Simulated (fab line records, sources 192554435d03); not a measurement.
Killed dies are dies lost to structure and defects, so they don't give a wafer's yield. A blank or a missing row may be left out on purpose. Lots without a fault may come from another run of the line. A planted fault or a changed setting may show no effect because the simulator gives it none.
Chamber matching | flow n5_finfet | N5_ZERO_LAYER_ETCH_17 on rie_diel-05: 4 sister chambers
The step etches SiO2 in CF4, target depth 12 nm, time 13.3 s. 18 wafers are shown with their chamber, then 9 later ones without.

WAFERS WITH THEIR CHAMBER
wafer  | chamber | showerhead_plenum_p_Torr (Torr) | drypump_motor_current_A (A) | rf_vpp_V (V)
L074.2 | 2       | 2.16                            | 5.8                         | 950
L074.3 | 3       | 2.17                            | 5.4                         | 950
L074.5 | 1       | 2.06                            | 5.5                         | 944
L076.3 | 0       | 2.12                            | 6.1                         | 947
L076.4 | 1       | 2.05                            | 5.5                         | 945
L076.6 | 1       | 2.05                            | 5.5                         | 943
L078.1 | 3       | 2.17                            | 5.4                         | 951
L078.2 | 0       | 2.12                            | 6.0                         | 947
L078.5 | 2       | 2.16                            | 5.7                         | 950
L080.4 | 1       | 2.05                            | 5.5                         | 945
L080.5 | 0       | 2.11                            | 6.1                         | 947
L080.6 | 3       | 2.17                            | 5.4                         | 952
L082.3 | 2       | 2.16                            | 5.8                         | 950
L082.4 | 1       | 2.05                            | 5.5                         | 944
L082.6 | 0       | 2.11                            | 6.1                         | 947
L087.1 | 0       | 2.11                            | 6.0                         | 946
L087.2 | 1       | 2.05                            | 5.5                         | 944
L087.5 | 3       | 2.16                            | 5.4                         | 950

SIGNATURES (means of the wafers above)
reading                  | chamber 0 | chamber 1 | chamber 2 | chamber 3 | scatter within a chamber
showerhead_plenum_p_Torr | 2.1140    | 2.0517    | 2.1600    | 2.1675    | 0.00446
drypump_motor_current_A  | 6.060     | 5.500     | 5.767     | 5.400     | 0.0365
rf_vpp_V                 | 946.80    | 944.17    | 950.00    | 950.75    | 0.675
Rule: a wafer's distance from a chamber is the root of the sum, over the readings, of the square of ((its reading less the chamber's mean) divided by the reading's scatter). The wafer belongs to the nearest chamber; if the next one is less than 2 further off, it can't be placed. The scatter: the root of (the sum of the squares of (reading less its chamber's mean) over the shown wafers, divided by (wafers less chambers)).

WAFERS WITHOUT THEIR CHAMBER
wafer  | showerhead_plenum_p_Torr (Torr) | drypump_motor_current_A (A) | rf_vpp_V (V)
L091.1 | 2.15                            | 5.8                         | 949
L091.4 | 2.04                            | 5.5                         | 944
L091.5 | 2.15                            | 5.8                         | 949
L096.3 | 2.11                            | 6.1                         | 947
L096.4 | 2.04                            | 5.5                         | 942
L096.5 | 2.16                            | 5.4                         | 950
L097.2 | 2.04                            | 5.5                         | 943
L097.4 | 2.15                            | 5.8                         | 951
L097.5 | 2.16                            | 5.4                         | 950

WHICH CHAMBER EACH WENT THROUGH
wafer  | from the rows above | in truth
L091.1 | 2                   | 2
L091.4 | 1                   | 1
L091.5 | 2                   | 2
L096.3 | 0                   | 0
L096.4 | 1                   | 1
L096.5 | 3                   | 3
L097.2 | 1                   | 1
L097.4 | 2                   | 2
L097.5 | 3                   | 3
Placed correctly: 9 of 9. Can't be placed from these rows: 0. Placed wrongly: 0.
